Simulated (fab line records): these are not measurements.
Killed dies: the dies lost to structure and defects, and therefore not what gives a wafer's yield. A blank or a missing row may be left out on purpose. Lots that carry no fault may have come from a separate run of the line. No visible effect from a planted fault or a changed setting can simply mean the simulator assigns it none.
Chamber matching :: flow n5-finfet :: ald-metal-03 running N5_BEOL_M4_ALD_84: 4 sister chambers
The step deposits TaN, pulse time 2 s, purge time 3 s, co reactant purge time 2 s. 8 wafers are shown with their chamber, then 12 later ones without.

## WAFERS PAIRED WITH THEIR CHAMBERS
wafer: L087.4
chamber: 2
heater-power-w (W): 408
precursor-vessel-carrier-sccm (sccm): 995.5

wafer: L086.4
chamber: 0
heater-power-w (W): 396
precursor-vessel-carrier-sccm (sccm): 1000.0

wafer: L086.5
chamber: 1
heater-power-w (W): 434
precursor-vessel-carrier-sccm (sccm): 998.1

wafer: L088.3
chamber: 1
heater-power-w (W): 447
precursor-vessel-carrier-sccm (sccm): 998.0

wafer: L088.6
chamber: 0
heater-power-w (W): 392
precursor-vessel-carrier-sccm (sccm): 1004.7

wafer: L092.3
chamber: 3
heater-power-w (W): 479
precursor-vessel-carrier-sccm (sccm): 997.8

wafer: L092.5
chamber: 2
heater-power-w (W): 401
precursor-vessel-carrier-sccm (sccm): 998.0

wafer: L092.6
chamber: 3
heater-power-w (W): 482
precursor-vessel-carrier-sccm (sccm): 995.9

## WAFERS WITH NO CHAMBER GIVEN
wafer: L091.1
heater-power-w (W): 393
precursor-vessel-carrier-sccm (sccm): 1000.6

wafer: L091.2
heater-power-w (W): 478
precursor-vessel-carrier-sccm (sccm): 1002.1

wafer: L091.6
heater-power-w (W): 491
precursor-vessel-carrier-sccm (sccm): 1002.3

wafer: L094.2
heater-power-w (W): 437
precursor-vessel-carrier-sccm (sccm): 998.2

wafer: L094.3
heater-power-w (W): 384
precursor-vessel-carrier-sccm (sccm): 998.6

wafer: L094.6
heater-power-w (W): 413
precursor-vessel-carrier-sccm (sccm): 1004.3

wafer: L097.2
heater-power-w (W): 479
precursor-vessel-carrier-sccm (sccm): 1001.4

wafer: L097.3
heater-power-w (W): 387
precursor-vessel-carrier-sccm (sccm): 1000.4

wafer: L097.5
heater-power-w (W): 442
precursor-vessel-carrier-sccm (sccm): 997.8

wafer: L096.1
heater-power-w (W): 416
precursor-vessel-carrier-sccm (sccm): 999.6

wafer: L096.2
heater-power-w (W): 485
precursor-vessel-carrier-sccm (sccm): 995.5

wafer: L096.4
heater-power-w (W): 447
precursor-vessel-carrier-sccm (sccm): 997.5

## WHICH CHAMBER EACH ONE RAN IN
wafer: L091.1
from the rows above: can't be placed: 0 or 2
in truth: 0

wafer: L091.2
from the rows above: 3
in truth: 3

wafer: L091.6
from the rows above: 3
in truth: 3

wafer: L094.2
from the rows above: 1
in truth: 1

wafer: L094.3
from the rows above: can't be placed: 0 or 2
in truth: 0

wafer: L094.6
from the rows above: can't be placed: 0 or 2
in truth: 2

wafer: L097.2
from the rows above: 3
in truth: 3

wafer: L097.3
from the rows above: 0
in truth: 0

wafer: L097.5
from the rows above: 1
in truth: 1

wafer: L096.1
from the rows above: can't be placed: 2 or 0 or 1
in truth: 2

wafer: L096.2
from the rows above: 3
in truth: 3

wafer: L096.4
from the rows above: 1
in truth: 1
Placed correctly: 8 of 12. Can't be placed from these rows: 4 (the true chamber is among the candidates in 4). Number placed wrongly: 0.
How it was worked out, from the rows above alone: a wafer's distance from a chamber is the root of the sum, over the readings, of the square of ((its reading less the chamber's mean) divided by the reading's scatter). If the next closest chamber is less than 2 further off than the closest, the wafer can't be placed; otherwise it belongs to the closest. A chamber's mean is the mean of its shown wafers. The scatter: take each reading less its chamber's mean, square it, sum over the shown wafers, divide by the number of wafers less the number of chambers, and take the root.
